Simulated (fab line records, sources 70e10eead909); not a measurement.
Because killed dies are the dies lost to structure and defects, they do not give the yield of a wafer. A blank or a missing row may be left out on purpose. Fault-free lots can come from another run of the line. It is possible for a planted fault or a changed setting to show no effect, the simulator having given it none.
Matching of chambers / flow nand_harc / NHARC_A_BLC_ALD_23 on ald_metal-01: 4 sister chambers
The step deposits TiN, target thk 3 nm, pulse time 1 s, ald cycles 150. 8 wafers are shown with their chamber, then 7 later ones without.

## EACH WAFER AND ITS CHAMBER
wafer=L080.3; chamber=1; heater_power_w (W)=960; precursor_pulse_height_rel=0.980
wafer=L081.6; chamber=1; heater_power_w (W)=937; precursor_pulse_height_rel=1.018
wafer=L083.1; chamber=0; heater_power_w (W)=1177; precursor_pulse_height_rel=1.008
wafer=L087.1; chamber=2; heater_power_w (W)=1004; precursor_pulse_height_rel=1.002
wafer=L087.2; chamber=0; heater_power_w (W)=1208; precursor_pulse_height_rel=1.001
wafer=L087.5; chamber=3; heater_power_w (W)=1040; precursor_pulse_height_rel=0.970
wafer=L092.1; chamber=2; heater_power_w (W)=1006; precursor_pulse_height_rel=0.975
wafer=L092.2; chamber=3; heater_power_w (W)=1034; precursor_pulse_height_rel=0.975

## WAFERS WITH NO CHAMBER GIVEN
wafer=L092.5; heater_power_w (W)=962; precursor_pulse_height_rel=0.995
wafer=L094.1; heater_power_w (W)=1196; precursor_pulse_height_rel=1.008
wafer=L094.2; heater_power_w (W)=1006; precursor_pulse_height_rel=1.013
wafer=L094.6; heater_power_w (W)=1175; precursor_pulse_height_rel=0.960
wafer=L097.1; heater_power_w (W)=1002; precursor_pulse_height_rel=1.012
wafer=L097.3; heater_power_w (W)=1108; precursor_pulse_height_rel=1.021
wafer=L097.6; heater_power_w (W)=1017; precursor_pulse_height_rel=1.024

## CHAMBER TAKEN BY EACH
wafer=L092.5; from the rows above=1; in truth=1
wafer=L094.1; from the rows above=0; in truth=0
wafer=L094.2; from the rows above=can't be placed: 2 or 3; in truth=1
wafer=L094.6; from the rows above=0; in truth=0
wafer=L097.1; from the rows above=2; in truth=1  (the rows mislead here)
wafer=L097.3; from the rows above=can't be placed: 3 or 0 or 2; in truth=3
wafer=L097.6; from the rows above=can't be placed: 2 or 3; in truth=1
3 of 7 placed correctly. From these rows, 3 cannot be placed; in 1 the true chamber is one of the candidates. Placed wrongly: 1.
How it was worked out, from the rows above alone: a wafer's distance from a chamber is the root of the sum, over the readings, of the square of ((its reading less the chamber's mean) divided by the reading's scatter). If the next closest chamber is less than 2 further off than the closest, the wafer can't be placed; otherwise it belongs to the closest. For every chamber, the mean is computed from those of its wafers that are shown. How the scatter is found: for the shown wafers, subtract from each reading the mean of its chamber, square and add these, divide the total by (wafers less chambers), then take the root.
